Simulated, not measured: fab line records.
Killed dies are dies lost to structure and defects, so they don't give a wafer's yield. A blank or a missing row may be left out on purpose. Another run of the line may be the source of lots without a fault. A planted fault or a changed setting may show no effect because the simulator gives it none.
The tool behind it: which one?	flow nand harc	36 wafers from 12 lots sampled at 5 of the route's 1302 steps

## WHAT THE GAUGES SHOWED, per wafer
NHARC_A_CHANNEL_HOLE_D2_INSPECT_40. Usual: raw defect count 308, standard deviation 87.
lot	measured	on	raw defect count	flag
L220	day 13 10:50	defect inspect-02	224 217 254	
L221	day 13 11:41	defect inspect-02	385 384 437	
L222	day 14 09:16	defect inspect-01	286 365 261	
L227	day 16 08:43	defect inspect-02	266 366 277	
L228	day 16 16:41	defect inspect-02	224 178 188	
L230	day 17 18:53	defect inspect-02	365 196 270	
L231	day 17 21:02	defect inspect-02	194 271 282	
L234	day 19 21:27	defect inspect-02	295 297 331	
L239	day 21 10:23	defect inspect-01	282 287 241	
L240	day 21 14:34	defect inspect-01	413 300 264	
L241	day 22 09:17	defect inspect-02	217 455 328	
L242	day 22 12:59	defect inspect-02	398 259 223	

NHARC_END_SORT_01. Usual: killed at array 59, standard deviation 16; killed at other 0.7, standard deviation 1.1; killed at periphery 4, standard deviation 3; killed dies 64, standard deviation 16; killed open 3.4, standard deviation 1.8; killed short 2.6, standard deviation 1.7.
lot	measured	on	killed at array	killed at other	killed at periphery	killed dies	killed open	killed short	flag
L220	day 24 15:25	prober-01	40 51 44	1 1 0	7 5 10	48 57 54	3 8 6	4 0 3	
L228	day 27 17:26	prober-02	33 24 34	0 1 0	14 8 8	47 33 42	5 1 2	3 0 3	
L230	day 28 12:23	prober-02	73 84 70	1 2 2	6 7 6	80 93 78	6 4 4	3 1 5	
L231	day 28 19:06	prober-01	47 54 45	0 1 0	6 5 0	53 60 45	2 3 2	5 2 2	
L241	day 33 12:11	prober-02	24 32 26	0 0 0	2 3 3	26 35 29	1 8 6	2 3 2	
L242	day 33 09:45	prober-01	46 54 72	2 0 2	2 4 4	50 58 78	6 3 7	6 5 3	

## WHICH TOOL RAN EACH LOT (tool, then ch and the chambers of the sampled wafers, then the start)
lot	NHARC_A_CHANNEL_HOLE_D2_ETCH_23	NHARC_A_CHANNEL_FILL_D2_ALD_15	NHARC_A_CHANNEL_FILL_D2_ALD_16
L220	har etch-02 ch 0,1, day 13 06:34	ald sin batch-03 ch 0, day 14 01:10 or earlier	ald hk-02 ch 0,1, day 14 01:10
L221	har etch-01 ch 0,1, day 13 07:30	ald sin batch-03 ch 0, day 14 01:10 or earlier	ald hk-01 ch 0,3, day 14 01:10
L222	har etch-01 ch 0,1, day 14 04:59	ald sin batch-03 ch 0, day 14 21:44 or earlier	ald hk-02 ch 0,1,2, day 14 21:44
L227	har etch-01 ch 0,1, day 16 04:28	ald sin batch-02 ch 0, day 16 21:14 or earlier	ald hk-01 ch 0,1,2, day 16 21:14
L228	har etch-01 ch 0,1, day 16 12:40	ald sin batch-03 ch 0, day 17 05:13 or earlier	ald hk-02 ch 0,2,3, day 17 05:13
L230	har etch-02 ch 0,1, day 17 14:42	ald sin batch-01 ch 0, day 18 07:28 or earlier	ald hk-02 ch 1,2,3, day 18 07:28
L231	har etch-01 ch 0,1, day 17 16:32	ald sin batch-01 ch 0, day 18 07:17 or earlier	ald hk-02 ch 0,2,3, day 18 07:17
L234	har etch-01 ch 0,1, day 19 17:08	ald sin batch-01 ch 0, day 20 09:08	ald hk-01 ch 1,2,3, day 20 11:11
L239	har etch-01 ch 0,1, day 21 06:22	ald sin batch-03 ch 0, day 22 00:13 or earlier	ald hk-04 ch 0,2, day 22 00:13
L240	har etch-01 ch 0,1, day 21 10:16	ald sin batch-01 ch 0, day 22 03:04	ald hk-01 ch 1,2,3, day 22 05:10
L241	har etch-02 ch 0,1, day 22 05:12	ald sin batch-03 ch 0, day 22 22:31 or earlier	ald hk-01 ch 1,2, day 22 22:31
L242	har etch-01 ch 0,1, day 22 08:44	ald sin batch-02 ch 0, day 23 01:39 or earlier	ald hk-01 ch 0,2,3, day 23 01:39
- NHARC_A_CHANNEL_HOLE_D2_ETCH_23: etches the open film in C4F8/O2/Ar, time 819 s, target depth 1600 nm.
- NHARC_A_CHANNEL_FILL_D2_ALD_15: deposits SiNx, target thk 2 nm, pulse time 60 s, ald cycles 19.
- NHARC_A_CHANNEL_FILL_D2_ALD_16: deposits SiO2, target thk 1.5 nm, pulse time 10 s, ald cycles 15.

## WHAT THE TOOLS THEMSELVES READ (means of the sampled wafers that have a number; where no wafer has one, the mark that the record gives instead)
NHARC_A_CHANNEL_HOLE_D2_ETCH_23. Usual: chamber pressure mTorr 19.999 mTorr, standard deviation 0.018; drypump motor current A 5.5 A, standard deviation 0.4; mfc ar sccm 375.0 sccm, standard deviation 1.1; showerhead plenum p Torr 3.64 Torr, standard deviation 0.14; temp c -20.00 C, standard deviation 0.1; throttle valve pct 32.155 %, standard deviation 0.0093.
lot	tool	chamber pressure mTorr (mTorr)	drypump motor current A (A)	mfc ar sccm (sccm)	showerhead plenum p Torr (Torr)	temp c (C)	throttle valve pct (%)	flag
L220	har etch-02	19.978	5.6	374.6	3.66	-19.85	32.163	
L221	har etch-01	20.006	5.5	374.7	3.58	-20.01	32.152	
L222	har etch-01	20.010	5.7	375.7	3.63	-19.88	32.153	
L227	har etch-01	19.981	5.5	374.5	3.56	-19.99	32.160	
L228	har etch-01	20.008	5.5	376.0	3.56	-19.98	32.150	
L230	har etch-02	20.012	5.6	374.9	3.78	-20.08	32.146	
L231	har etch-01	20.001	5.5	374.7	3.55	-20.13	32.156	
L234	har etch-01	20.005	5.7	374.3	3.59	-20.00	32.155	
L239	har etch-01	19.994	5.5	375.2	3.52	-19.92	32.150	
L240	har etch-01	19.981	5.5	374.8	3.52	-19.99	32.151	
L241	har etch-02	20.002	5.2	375.9	3.82	-20.08	32.159	
L242	har etch-01	19.990	5.5	375.9	3.51	-19.95	32.160	

NHARC_A_CHANNEL_FILL_D2_ALD_15. Usual: precursor pulse height rel 1.001, standard deviation 0.019.
lot	tool	precursor pulse height rel	flag
L220	ald sin batch-03	1.006	
L221	ald sin batch-03	1.010	
L222	ald sin batch-03	0.999	
L227	ald sin batch-02	1.000	
L228	ald sin batch-03	1.015	
L230	ald sin batch-01	0.996	
L231	ald sin batch-01	0.987	
L234	ald sin batch-01	0.989	
L239	ald sin batch-03	0.994	
L240	ald sin batch-01	1.010	
L241	ald sin batch-03	0.993	
L242	ald sin batch-02	0.993	

NHARC_A_CHANNEL_FILL_D2_ALD_16. Usual: heater power w 473 W, standard deviation 79; precursor pulse height rel 0.998, standard deviation 0.02.
lot	tool	heater power w (W)	precursor pulse height rel	flag
L220	ald hk-02	425	0.997	
L221	ald hk-01	486	1.016	
L222	ald hk-02	479	0.995	
L227	ald hk-01	445	1.005	
L228	ald hk-02	513	1.010	
L230	ald hk-02	518	0.991	
L231	ald hk-02	507	1.000	
L234	ald hk-01	511	0.985	
L239	ald hk-04	415	1.008	
L240	ald hk-01	505	1.014	
L241	ald hk-01	467	0.986	
L242	ald hk-01	452	0.998	

## THE ANSWER, worked out from the rows above alone
Rule: a lot counts as off when the mean over its wafers that have a number is more than 3 standard deviations away from the usual mean. Also off: a lot with no number at a reading for which 4 or more lots have one. All remaining lots with rows at the step are treated as sound. Order of review: gauges by route order, followed by the tools' own readings, for which a lot's mean as printed above is used. The first step at which some lot is off is used, and at that step the reading that is off furthest; a lot without a number counts as furthest.
No lot is off on any of the readings shown, so nothing can be concluded from this.

## WHAT WAS PUT IN BY THE SIMULATOR
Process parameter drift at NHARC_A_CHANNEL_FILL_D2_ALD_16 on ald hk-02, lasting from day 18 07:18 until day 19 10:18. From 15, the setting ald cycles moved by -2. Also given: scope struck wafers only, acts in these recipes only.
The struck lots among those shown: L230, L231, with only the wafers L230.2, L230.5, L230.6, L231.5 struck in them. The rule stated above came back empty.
